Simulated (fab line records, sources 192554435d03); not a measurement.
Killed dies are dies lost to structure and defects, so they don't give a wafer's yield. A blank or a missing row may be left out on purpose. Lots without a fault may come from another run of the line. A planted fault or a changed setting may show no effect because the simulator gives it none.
Split-lot experiment | flow n5_finfet | 7 lots, 21 wafers read, on a route of 1938 steps

THE SPLIT
At N5_MOL_CONTACT_COAG_ETCHBACK_135 (etches SiO2 in CHF3, target depth 25 nm, time 16.7 s), the setting time_s was moved away from the recipe's 16.7 s on 10 of the 21 wafers read, by -17.8% to +17.2%. The other wafers ran this setting at the recipe's value.

The reading is taken at the split's own step.

THE READING
SOC_of_MOL_CONTACT_COAG_COAT_75.thk_nm (the simulator's own value, which no gauge read), in nm, at N5_MOL_CONTACT_COAG_ETCHBACK_135 (etches SiO2 in CHF3, target depth 25 nm, time 16.7 s). The file gives no usual value for it. The 11 wafers here that ran the recipe average 57.3 nm, standard deviation 0.2 nm.

wafer  | tool, chamber at the split | time_s as run, s | against the recipe | SOC_of_MOL_CONTACT_COAG_COAT_75.thk_nm, nm | against lot-mates on the recipe
L078.3 | rie_diel-05, 0             | 13.73            | -17.8%             | 57.8                                       | +0.4
L078.6 | rie_diel-05, 0             | 13.73            | -17.8%             | 57.8                                       | +0.4
L078.4 | rie_diel-05, 1             | 16.7             | recipe             | 57.4                                       | -
L080.1 | rie_diel-05, 0             | 14.62            | -12.5%             | 57.6                                       | +0.4
L080.2 | rie_diel-05, 1             | 14.62            | -12.5%             | 57.8                                       | +0.6
L080.6 | rie_diel-05, 0             | 16.7             | recipe             | 57.2                                       | -
L082.1 | rie_diel-04, 3,1,2         | 16.7             | recipe             | 57.4                                       | -
L082.3 | rie_diel-04, 3,1,2         | 16.7             | recipe             | 57.4                                       | -
L082.6 | rie_diel-04, 3,1,2         | 16.7             | recipe             | 57.4                                       | -
L084.2 | rie_diel-04, 0,1           | 16.7             | recipe             | 57.6                                       | -
L084.4 | rie_diel-04, 0,1           | 16.7             | recipe             | 57.6                                       | -
L084.3 | rie_diel-04, 2             | 17.64            | +5.6%              | 57.6                                       | +0.0
L087.2 | rie_diel-05, 0,1,3         | 19.57            | +17.2%             | 56.8                                       | no lot-mate on the recipe
L087.3 | rie_diel-05, 0,1,3         | 19.57            | +17.2%             | 56.8                                       | no lot-mate on the recipe
L087.6 | rie_diel-05, 0,1,3         | 19.57            | +17.2%             | 56.8                                       | no lot-mate on the recipe
L093.1 | rie_diel-04, 2             | 13.97            | -16.3%             | 58                                         | +0.6
L093.3 | rie_diel-04, 3             | 16.7             | recipe             | 57.4                                       | -
L093.6 | rie_diel-04, 0             | 13.97            | -16.3%             | 57.8                                       | +0.4
L094.2 | rie_diel-05, 1,3           | 16.7             | recipe             | 57                                         | -
L094.5 | rie_diel-05, 1,3           | 16.7             | recipe             | 57                                         | -
L094.3 | rie_diel-05, 2             | 16.7             | recipe             | 57.2                                       | -
Where a row lists several chambers, the file gives one row for several wafers and doesn't say which wafer went through which chamber.

THE FIT
A straight line over all 21 wafers: SOC_of_MOL_CONTACT_COAG_COAT_75.thk_nm changes by -0.0291 nm for each +1% of time_s; r = -0.86; the points scatter about the line by 0.19 nm.
The same after taking each lot's own level away (the mean of its wafers on the recipe; 18 wafers): -0.0272 nm for each +1%; r = -0.92; scatter 0.098 nm.
On that fit, the largest move of time_s shifts the reading by 0.48 nm.
The lots' own levels span 57.07 to 57.60 nm, that is 2.7 times the standard deviation above.
So the lot-to-lot level changes the slope little: the two slopes agree.
Check: with one of the wafers moved furthest among these (-17.8%) left out of the fit, the line predicts +0.535 nm for it against its lot-mates. It came out at +0.4 nm against them.

OTHER SPLITS ON THESE WAFERS
These wafers also went through other splits before the reading. Each is held against what the fit with the lots' levels taken away leaves over:
other split on the same wafers         | wafers away from the commonest value | r with SOC_of_MOL_CONTACT_COAG_COAT_75.thk_nm (lot level and that fit taken away)
N5_SD_EPI_N_EXPOSE_06 dose_mj          | 7                                    | -0.20
N5_SD_EPI_N_DESCUM_14 time_s           | 6                                    | -0.06
N5_SD_EPI_N_ETCH_45 target_depth_a     | 5                                    | +0.11
N5_SDB_ALD_29 ald_cycles               | 5                                    | -0.10
N5_HKMG_FIN_EXPOSE_46 dose_mj          | 10                                   | -0.20
N5_HKMG_FIN_ETCH_55 bias_w             | 10                                   | +0.51
N5_MOL_CONTACT_COAG_ALD_131 ald_cycles | 4                                    | -0.03

THE FILE'S OWN FIT
SOC_of_MOL_CONTACT_COAG_COAT_75.thk_nm changes by -0.0279 nm for each +1% of time_s, r = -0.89.
